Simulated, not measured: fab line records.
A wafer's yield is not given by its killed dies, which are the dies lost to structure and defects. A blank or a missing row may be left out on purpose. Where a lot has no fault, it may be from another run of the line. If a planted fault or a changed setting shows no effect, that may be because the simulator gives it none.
fab line records ; flow nand-harc ; part 2 of 2: steps 17 to 25 of 25
record: lots: 5; wafers: 15; last-day: 33
route steps=1302 shown A_STAIRCASE@694
lots that met no fault: taken from a fault-free run of the same line
start-h: the number of hours between the record's first day and the start of the first shown wafer of the lot ; wait-h: time in hours since the lot's previous step ; " unchanged from the row above ; L1.1+2: several wafers, shown together as one row ; - no value present, or no start provided ; * or withheld: withheld ; < > ~ a bound
route shown NAME@n: names a module that has steps shown in the file, with the first one's number in the route ; usual: mean/standard deviation taken from wafers without a fault ; same: alike in all rows ; chamber/n: place in a boat ; sites: each site's reading ; _std_site: standard deviation across them ; _edge_site: outer sites' mean less inner sites' ; radius-mm: for every site, how far away it sits from the centre of the wafer ; mask NAME#n: copy n ; behind: tool/chamber where the wafer was last shaped ; hold: why the lot went on hold/how many hours it stayed there/how the hold came to an end ; device: the transistor (n, p or np) that didn't switch ; end of line: the route-end tests of the same wafers ; where a step has no rows: the recipe by itself ; killed: not the wafer's yield, but the dies lost to structure and defects at the first sort ; map: per-die view of a wafer (x killed, . not killed, _ where there is no die)
set.NAME: the setting the step ran with; set.NAME@STEP: the setting that earlier step ran with ; model.NAME: the simulator's own value behind a step, which no gauge read
certain route steps with their lots: each step a table, each wafer a row
services: when a tool's chamber went out of use (start-h, in hours from the record's first day, below 0 if earlier), for how many hours, and the reason
== steps ==
step: NHARC_A_STAIRCASE_TRIM_198
recipe: time-s: 211.2; o2-flow-sccm: 500; ar-flow-sccm: 0; bias-w: 0; chemistry: O2
usual: drypump-motor-current-A: 5.7/0.38; mfc-ar-sccm: 0.008/0.011; oes-product-au: 1.003/0.0093; rf-vpp-V: 57.8/0.89; showerhead-plenum-p-Torr: 3.53/0.13; throttle-valve-pct: 17.037/0.0091
lot.wafer;tool;chamber;start-h;wait-h;drypump-motor-current-A;mfc-ar-sccm;oes-product-au;rf-hours-counter-h;rf-vpp-V;showerhead-plenum-p-Torr;throttle-valve-pct
L074.4;rie-diel-10;3;-;-;4.7;0;0.997;34;57.8;3.52;17.030
L074.3;rie-diel-10;1;-;-;6.4;0.008;1.005;36;58.2;3.53;17.041
L074.6;rie-diel-10;3;-;-;4.7;0;0.995;-;58.4;3.52;17.028
L093.2;rie-diel-10;1;-;-;6.4;0.008;1.005;48;56.7;3.50;17.037
L093.3;rie-diel-10;2;-;-;6.1;0;0.991;50;57.3;3.71;17.033
L093.1;rie-diel-10;0;-;-;5.4;0.017;0.998;47;57.8;3.52;17.038
L094.4;rie-diel-03;1;-;-;5.7;0.006;0.983;27;57.1;3.35;17.042
L094.2;rie-diel-03;2;-;-;5.4;0.014;0.997;27;57.0;3.65;17.037
L094.5;rie-diel-03;0;-;-;5.9;0;1.003;-;57.7;3.31;17.027
L096.3;rie-diel-09;1;-;-;6.0;0;1.000;18;58.3;3.63;17.043
L096.2;rie-diel-09;3;-;-;5.6;0.000;1.005;22;57.8;3.58;17.042
L096.5;rie-diel-09;1;-;-;6.0;0;0.993;-;58.3;3.63;17.023
L097.1;rie-diel-03;2;-;-;5.4;0.014;0.998;33;58.5;3.64;17.039
L097.2;rie-diel-03;0;-;-;6.0;0;1.021;34;57.2;3.31;17.033
L097.5;rie-diel-03;2;-;-;5.4;0.014;1.002;-;59.2;3.64;17.032
step: NHARC_A_STAIRCASE_ETCH_199
recipe: target-depth-a: 1000; time-s: 40.5; ion-energy-ev: 400; c4f8-flow-sccm: 20; o2-flow-sccm: 10; ar-flow-sccm: withheld; rf-w: 600; bias-w: 1000; chemistry: C4F8/O2
usual: oes-product-au: 0.946/0.013; rf-vpp-V: 896/4.9
lot.wafer;tool;chamber;start-h;wait-h;oes-product-au;rf-hours-counter-h;rf-vpp-V
L074.3;rie-diel-10;0;-;-;0.938;33;898
L074.4;rie-diel-10;1;-;-;0.944;36;896
L074.6;rie-diel-10;0;-;-;0.965;-;897
L093.3;rie-diel-10;0;-;-;0.935;48;897
L093.1;rie-diel-10;1;-;-;0.926;49;896
L093.2;rie-diel-10;3;-;-;0.926;46;894
L094.2;rie-diel-03;3;-;-;0.934;27;902
L094.4;rie-diel-03;1;-;-;0.944;27;890
L094.5;rie-diel-03;2;-;-;0.949;-;901
L096.2;rie-diel-09;1;-;-;0.922;18;899
L096.3;rie-diel-09;3;-;-;0.951;22;898
L096.5;rie-diel-09;0;-;-;0.948;-;893
L097.2;rie-diel-03;3;-;-;0.947;33;899
L097.1;rie-diel-03;1;-;-;0.947;33;889
L097.5;rie-diel-03;2;-;-;0.949;-;900
step: NHARC_A_STAIRCASE_TRIM_200
recipe: time-s: 211.2; o2-flow-sccm: 500; ar-flow-sccm: 0; bias-w: 0; chemistry: O2
usual: drypump-motor-current-A: 5.7/0.38; mfc-ar-sccm: 0.007/0.011; oes-product-au: 1.002/0.0085; rf-vpp-V: 57.7/0.89; showerhead-plenum-p-Torr: 3.52/0.13; throttle-valve-pct: 17.037/0.0078
lot.wafer;tool;chamber;start-h;wait-h;drypump-motor-current-A;mfc-ar-sccm;oes-product-au;rf-hours-counter-h;rf-vpp-V;showerhead-plenum-p-Torr;throttle-valve-pct
L074.4;rie-diel-10;3;-;-;4.7;0;0.987;35;59.0;3.52;17.033
L074.3;rie-diel-10;2;-;-;6.1;0;0.987;37;57.5;3.75;17.038
L074.6;rie-diel-10;3;-;-;4.7;0;1.003;-;58.5;3.52;17.037
L093.1;rie-diel-10;2;-;-;6.1;0;1.002;51;57.8;3.71;17.044
L093.3;rie-diel-10;3;-;-;4.7;0;0.990;46;57.2;3.48;17.030
L093.2;rie-diel-10;1;-;-;6.5;0.008;1.009;49;56.6;3.50;17.045
L094.2;rie-diel-03;1;-;-;5.7;0.006;0.993;27;57.0;3.35;17.030
L094.4;rie-diel-03;2;-;-;5.4;0.014;0.992;27;57.9;3.65;17.031
L094.5;rie-diel-03;1;-;-;5.7;0.006;0.994;-;57.0;3.35;17.031
L096.2;rie-diel-09;2;-;-;5.2;0;0.991;19;58.8;3.40;17.039
L096.3;rie-diel-09;0;-;-;5.2;0;1.005;21;56.8;3.45;17.038
L096.5;rie-diel-09;3;-;-;5.6;0.000;1.004;-;59.1;3.58;17.024
L097.2;rie-diel-03;3;-;-;5.9;0.033;0.997;33;58.9;3.64;17.044
L097.1;rie-diel-03;0;-;-;6.0;0;1.010;34;56.3;3.31;17.034
L097.5;rie-diel-03;3;-;-;5.9;0.033;1.000;-;57.2;3.64;17.030
step: NHARC_A_STAIRCASE_ETCH_201
recipe: target-depth-a: 1000; time-s: 40.5; ion-energy-ev: 400; c4f8-flow-sccm: 20; o2-flow-sccm: 10; ar-flow-sccm: withheld; rf-w: 600; bias-w: 1000; chemistry: C4F8/O2
usual: oes-product-au: 0.945/0.014; rf-vpp-V: 895/5
lot.wafer;tool;chamber;start-h;wait-h;oes-product-au;rf-hours-counter-h;rf-vpp-V
L074.3;rie-diel-10;0;-;-;0.946;33;899
L074.4;rie-diel-10;3;-;-;0.931;35;897
L074.6;rie-diel-10;0;-;-;0.936;-;897
L093.3;rie-diel-10;3;-;-;0.931;46;894
L093.1;rie-diel-10;0;-;-;0.947;48;895
L093.2;rie-diel-10;1;-;-;0.942;49;896
L094.4;rie-diel-03;0;-;-;0.943;27;887
L094.2;rie-diel-03;3;-;-;0.943;27;900
L094.5;rie-diel-03;1;-;-;0.951;-;888
L096.3;rie-diel-09;2;-;-;0.922;19;891
L096.2;rie-diel-09;0;-;-;0.957;21;894
L096.5;rie-diel-09;3;-;-;0.935;-;899
L097.1;rie-diel-03;2;-;-;0.950;33;901
L097.2;rie-diel-03;3;-;-;0.940;33;901
L097.5;rie-diel-03;1;-;-;0.947;-;888
step: NHARC_A_STAIRCASE_TRIM_202
recipe: time-s: 211.2; o2-flow-sccm: 500; ar-flow-sccm: 0; bias-w: 0; chemistry: O2
usual: drypump-motor-current-A: 5.7/0.36; mfc-ar-sccm: 0.008/0.011; oes-product-au: 1.000/0.0086; rf-vpp-V: 57.8/0.89; showerhead-plenum-p-Torr: 3.52/0.14; throttle-valve-pct: 17.036/0.0097
lot.wafer;tool;chamber;start-h;wait-h;drypump-motor-current-A;mfc-ar-sccm;oes-product-au;rf-hours-counter-h;rf-vpp-V;showerhead-plenum-p-Torr;throttle-valve-pct
L074.4;rie-diel-10;1;-;-;6.4;0.008;0.998;36;58.1;3.53;17.056
L074.3;rie-diel-10;3;-;-;4.7;0;0.987;35;58.7;3.52;17.019
L074.6;rie-diel-10;1;-;-;6.4;0.008;0.987;-;58.1;3.53;17.027
L093.3;rie-diel-10;3;-;-;4.7;0;0.997;46;56.1;3.48;17.038
L093.2;rie-diel-10;0;-;-;5.5;0.017;0.998;48;58.0;3.52;17.034
L093.1;rie-diel-10;1;-;-;6.5;0.008;1.003;49;57.0;3.50;17.056
L094.4;rie-diel-03;3;-;-;5.9;0.033;0.996;27;57.2;3.64;17.015
L094.2;rie-diel-03;0;-;-;5.9;0;0.999;27;57.8;3.31;17.045
L094.5;rie-diel-03;0;-;-;6.0;0;1.000;-;57.2;3.31;17.030
L096.3;rie-diel-09;2;-;-;5.2;0;0.985;19;59.0;3.40;17.017
L096.2;rie-diel-09;0;-;-;5.2;0;1.000;21;57.4;3.45;17.055
L096.5;rie-diel-09;1;-;-;6.0;0;1.002;-;59.0;3.63;17.040
L097.1;rie-diel-03;2;-;-;5.4;0.014;1.004;33;58.7;3.65;17.042
L097.2;rie-diel-03;0;-;-;5.9;0;1.010;34;56.6;3.31;17.028
L097.5;rie-diel-03;1;-;-;5.7;0.006;0.994;-;59.0;3.35;17.037
step: NHARC_A_STAIRCASE_ETCH_203
recipe: target-depth-a: 1000; time-s: 40.5; ion-energy-ev: 400; c4f8-flow-sccm: 20; o2-flow-sccm: 10; ar-flow-sccm: withheld; rf-w: 600; bias-w: 1000; chemistry: C4F8/O2
usual: oes-product-au: 0.949/0.015; rf-vpp-V: 896/4.9
lot.wafer;tool;chamber;start-h;wait-h;oes-product-au;rf-hours-counter-h;rf-vpp-V
L074.3;rie-diel-10;1;-;-;0.942;36;896
L074.4;rie-diel-10;3;-;-;0.947;35;896
L074.6;rie-diel-10;1;-;-;0.949;-;896
L093.1;rie-diel-10;0;-;-;0.938;48;896
L093.3;rie-diel-10;1;-;-;0.943;49;895
L093.2;rie-diel-10;2;-;-;0.929;51;901
L094.4;rie-diel-03;0;-;-;0.946;27;887
L094.2;rie-diel-03;2;-;-;0.955;27;901
L094.5;rie-diel-03;0;-;-;0.961;-;888
L097.1;rie-diel-03;0;-;-;0.964;34;886
L097.2;rie-diel-03;3;-;-;0.937;33;900
L097.5;rie-diel-03;1;-;-;0.926;-;889
L096.2;rie-diel-09;3;-;-;0.950;22;898
L096.3;rie-diel-09;0;-;-;0.949;21;892
L096.5;rie-diel-09;2;-;-;0.928;-;892
step: NHARC_A_STAIRCASE_STRIP_205
recipe: power-w: 1500; temp-c: 250; chemistry: O2
usual: drypump-motor-current-A: 5.4/0.45; heater-power-w: 346/15
lot.wafer;tool;chamber;start-h;wait-h;drypump-motor-current-A;heater-power-w;rf-hours-counter-h
L074.4;plasma-asher-01;0;368.46;0.2;4.7;370;-
L074.3;plasma-asher-01;1;368.46;0.2;5.2;361;-
L074.6;plasma-asher-01;0;368.46;0.2;4.7;348;-
L093.1;plasma-asher-02;0;558.97;0.1;5.7;318;27
L093.2;plasma-asher-02;1;558.97;0.1;5.9;341;27
L093.3;plasma-asher-02;0;558.97;0.1;5.7;326;-
L094.2;plasma-asher-02;0;562.05;0.1;5.7;324;27
L094.4;plasma-asher-02;0;562.05;0.1;5.7;318;-
L094.5;plasma-asher-02;1;562.05;0.1;5.8;346;-
L097.1;plasma-asher-01;0;587.51;0.1;4.7;341;12
L097.2;plasma-asher-01;1;587.51;0.1;5.2;344;12
L097.5;plasma-asher-01;1;587.51;0.1;5.2;340;-
L096.2;plasma-asher-02;1;587.56;0.1;5.8;340;33
L096.3;plasma-asher-02;0;587.56;0.1;5.7;318;-
L096.5;plasma-asher-02;1;587.56;0.1;5.8;336;-
step: NHARC_A_STAIRCASE_STRIP_206
recipe: time-s: 900; temp-c: 130; chemistry: SPM
lot.wafer;tool;chamber;start-h;wait-h
L074.6+4+3;wet-bench-09;5,6,1;368.72;0.1
L093.3+1+2;wet-bench-03;3,5,0;559.32;0.2
L094.4+2+5;wet-bench-09;4,5,7;562.42;0.2
L097.1+5+2;wet-bench-03;0,4,5;587.86;0.3
L096.3+5+2;wet-bench-09;4,0,1;587.86;0.2
step: NHARC_A_STAIRCASE_PRECLEAN_207
recipe: time-s: *; temp-c: 50; bath-age-min: 0; chemistry: SC1
lot.wafer;tool;chamber;start-h;wait-h
L074.6+4+3;wet-bench-09;5,6,1;-;-
L093.3+1+2;wet-bench-03;3,5,0;-;-
L094.4+2+5;wet-bench-09;4,5,7;-;-
L097.1+5+2;wet-bench-03;0,4,5;-;-
L096.3+5+2;wet-bench-09;4,0,1;-;-
== services ==
tool;chamber;start-h;hours;kind
wet-bench-09;-;352.82;8.0;pm
rie-diel-09;1;355.22;3.2;repair
rie-diel-10;1;369.32;8.0;repair
rie-diel-03;2;369.93;12.0;repair
rie-diel-03;3;370.39;2.1;repair
rie-diel-10;1;378.72;2.8;repair
rie-diel-09;-;387.69;0.7;repair
rie-diel-03;-;395.41;1.0;repair
litho-track-02;-;402.00;7.0;pm
rie-diel-03;1;403.32;2.8;repair
rie-diel-03;3;408.20;4.4;repair
rie-diel-10;-;419.57;9.0;pm
rie-diel-09;0;431.92;13.8;repair
litho-track-03;-;450.01;7.0;pm
rie-diel-03;-;459.60;9.0;pm
litho-track-05;-;474.00;7.0;pm
rie-diel-09;-;502.82;9.0;pm
rie-diel-10;1;506.13;3.3;repair
wet-bench-09;-;528.82;8.0;pm
rie-diel-09;-;533.00;1.8;repair
rie-diel-09;0;537.11;4.2;repair
rie-diel-10;3;552.44;4.8;repair
rie-diel-10;1;565.58;7.9;repair
litho-track-02;-;577.00;7.0;pm
